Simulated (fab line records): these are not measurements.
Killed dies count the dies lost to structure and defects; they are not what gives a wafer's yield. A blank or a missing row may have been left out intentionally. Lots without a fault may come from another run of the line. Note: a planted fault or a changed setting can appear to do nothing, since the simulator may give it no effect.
Chamber matching | flow n5 finfet | rie diel-06 running N5_BEOL_M6_ETCH_65: 4 sister chambers
The step etches SiARC in CF4, target depth 15.6 nm, time 26 s. 4 wafers are shown with their chamber, then 11 later ones without.

WAFERS PAIRED WITH THEIR CHAMBERS
wafer  | chamber | showerhead plenum p Torr (Torr)
L092.1 | 0       | 2.05
L092.4 | 1       | 2.09
L092.5 | 3       | 2.22
L093.2 | 2       | 2.07

WAFERS WITH NO CHAMBER GIVEN
wafer  | showerhead plenum p Torr (Torr)
L093.3 | 2.05
L093.6 | 2.07
L096.1 | 2.22
L096.2 | 2.05
L096.3 | 2.06
L096.4 | 2.09
L096.5 | 2.22
L096.6 | 2.05
L095.1 | 2.06
L095.3 | 2.09
L095.5 | 2.22

WHICH CHAMBER EACH ONE RAN IN
wafer  | from the rows above     | in truth
L093.3 | 0                       | 0
L093.6 | 2                       | 2
L096.1 | 3                       | 3
L096.2 | 0                       | 0
L096.3 | can't be placed: 2 or 0 | 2
L096.4 | 1                       | 1
L096.5 | 3                       | 3
L096.6 | 0                       | 0
L095.1 | can't be placed: 2 or 0 | 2
L095.3 | 1                       | 1
L095.5 | 3                       | 3
Correct placement for 9 of the 11. Not placeable from these rows: 2 (in 2, the candidates include the true chamber). Placed wrongly: 0.
How it was worked out, from the rows above alone: a wafer's distance from a chamber is the root of the sum, over the readings, of the square of ((its reading less the chamber's mean) divided by the reading's scatter). The wafer belongs to the nearest chamber; if the next one is less than 2 further off, it can't be placed. A chamber's mean is the mean of its shown wafers. The scatter (one wafer shown for each chamber): square how far every hidden wafer sits from the nearest shown wafer, average those squares and take the square root.
